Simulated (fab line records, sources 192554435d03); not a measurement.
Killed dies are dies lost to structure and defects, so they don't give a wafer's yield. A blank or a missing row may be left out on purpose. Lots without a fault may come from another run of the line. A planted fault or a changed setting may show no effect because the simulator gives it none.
Problem report in the 8D (eight disciplines) form, filled by code | flow n5_finfet | the parts of the form that need people (team, actions taken, sign-off) are left out

1. THE PROBLEM
spin_speed_rpm at N5_BEOL_M13_COAT_58 reads a mean of 1537.8 rpm on 6 wafers of 2 lots; wafers without a fault read 1500.1 rpm with a standard deviation of 0.92. That is +41 standard deviations from the usual mean.
The step: time 60 s, resist thk 89 nm.
First seen on wafer L157.2, day 14 22:04, on litho_track-03. The record holds 30 wafers of 10 lots with a number at this step. Rule for "out", or "out of limits": more than 4 standard deviations from the usual mean. The other wafers with a number count as sound.

2. WHAT IT IS AND WHAT IT IS NOT
question                    | is                     | is not
which readings at this step | spin_speed_rpm         | -
which lots                  | L157, L162             | L146, L151, L152, L154, L160, L161, L165, L166
which wafers of those lots  | all that have a number | -
read on which tools         | litho_track-03         | litho_track-01, litho_track-04
when                        | from day 14 22:04      | up to then (15 sound wafers); but 9 sound wafers of L161, L165, L166 came after

3. SUSPECTS, AND WHAT RULES EACH OUT
Counting: a tool at a process step up to the reading stays a suspect if it ran every lot that is out and no sound lot after the first of them.
- pvd_sputter-02 at N5_BEOL_M12_SPUTTER_43 (material TaN, target thk 15 nm, time 24.19 s): ruled out as a lasting fault. Sound lots L166 ran on it after its first lot that is out, L157 (day 14 20:38).
- pvd_sputter-02 at N5_BEOL_M12_SPUTTER_44 (material Ta, target thk 10 nm, time 16.13 s): ruled out as a lasting fault. Sound lots L166 ran on it after its first lot that is out, L157 (day 14 20:43).
- cmp-04 at N5_BEOL_M12_CMP_49 (polishes, stops on SiOC, t overpolish 20.6 s, target thk 320 nm): ruled out as a lasting fault. Sound lots L161 ran on it after its first lot that is out, L157 (day 14 21:22).
- litho_track-03 at N5_BEOL_M13_COAT_58 (time 60 s, resist thk 89 nm): kept. It ran every lot that is out, first L157 (day 14 22:04), and no sound lot after that; its last sound lot up to then is L160 (day 14 21:57). Its own readings are out on those wafers: spin_speed_rpm.
Left after counting: litho_track-03 at N5_BEOL_M13_COAT_58.

4. THE CAUSE (what the simulator had put in)
Process parameter drift: litho_track-03, from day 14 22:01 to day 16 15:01, at N5_BEOL_M13_COAT_58. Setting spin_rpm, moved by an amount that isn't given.
Counting left only this tool.

5. THE CHAIN OF EFFECTS, in route order
Each row: a reading whose mean over the struck wafers that have a number lies more than 3 standard deviations from the usual. Only readings for which the record gives a usual standard deviation are gone through. hours: the time from each lot's start at the first step in this table that gives one to its start at this step, as a median over the lots. sigmas: the change in usual standard deviations.
hours | step                 | reading                  | usual      | on struck wafers | change | sigmas
0     | N5_BEOL_M13_COAT_58  | spin_speed_rpm           | 1500.1 rpm | 1537.8           | +37.7  | +41
1     | N5_BEOL_M13_STRIP_64 | strip_time_to_endpoint_s | 31.35 s    | 30.98            | -0.37  | -5.0
The process steps in it:
- N5_BEOL_M13_COAT_58: time 60 s, resist thk 89 nm.
- N5_BEOL_M13_STRIP_64: strips in N2/H2.

6. WHAT WOULD HAVE CAUGHT IT SOONER
In this record the first reading out of limits was taken at day 14 22:04, 0 hours after the fault began at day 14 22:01.
